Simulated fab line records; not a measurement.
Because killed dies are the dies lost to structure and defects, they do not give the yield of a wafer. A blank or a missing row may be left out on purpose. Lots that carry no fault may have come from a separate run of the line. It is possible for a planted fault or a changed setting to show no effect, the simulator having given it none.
Matching of chambers    flow nand_harc    4 sister chambers for NHARC_A_STAIRCASE_ETCH_230 on rie_diel-05
The step etches the open film in C4F8/O2, target depth 100 nm, time 40.5 s. 14 wafers are shown with their chamber, then 7 later ones without.

== WAFERS, EACH WITH ITS CHAMBER ==
wafer   chamber  rf_vpp_V (V)  oes_product_au (a.u.)
L266.3  0        890           0.993
L266.4  1        899           0.980
L266.6  3        888           0.957
L268.1  3        890           0.937
L268.2  0        889           0.945
L268.3  2        896           0.960
L265.2  2        898           0.969
L265.5  0        890           0.951
L265.6  3        890           0.936
L271.1  1        899           0.957
L271.2  0        890           0.950
L271.4  2        898           0.971
L273.1  3        890           0.958
L273.2  0        891           0.950

SIGNATURES, as means of the wafers listed above
reading         chamber 0  chamber 1  chamber 2  chamber 3  scatter within a chamber
rf_vpp_V        890.00     899.00     897.33     889.50     0.876
oes_product_au  0.95780    0.96850    0.96667    0.94700    0.0153
Rule: a wafer lies at a distance from a chamber equal to the root of the sum of squares, over the readings, of (its reading less the chamber's mean, divided by the reading's scatter). The wafer belongs to the nearest chamber; if the next one is less than 2 further off, it can't be placed. The scatter: the root of (the sum of the squares of (reading less its chamber's mean) over the shown wafers, divided by (wafers less chambers)).

== WAFERS WITHOUT THEIR CHAMBER ==
wafer   rf_vpp_V (V)  oes_product_au (a.u.)
L273.3  900           0.948
L287.1  899           0.939
L287.2  897           0.943
L287.3  890           0.936
L288.2  897           0.949
L288.3  889           0.928
L288.6  890           0.932

== WHICH CHAMBER EACH WENT THROUGH ==
wafer   from the rows above      in truth
L273.3  can't be placed: 1 or 2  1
L287.1  can't be placed: 1 or 2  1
L287.2  can't be placed: 2 or 1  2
L287.3  can't be placed: 3 or 0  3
L288.2  can't be placed: 2 or 1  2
L288.3  can't be placed: 3 or 0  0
L288.6  can't be placed: 3 or 0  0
0 of 7 placed correctly. Cannot be placed on the basis of these rows: 7; the candidates contain the true chamber in 7. Placed wrongly: 0.
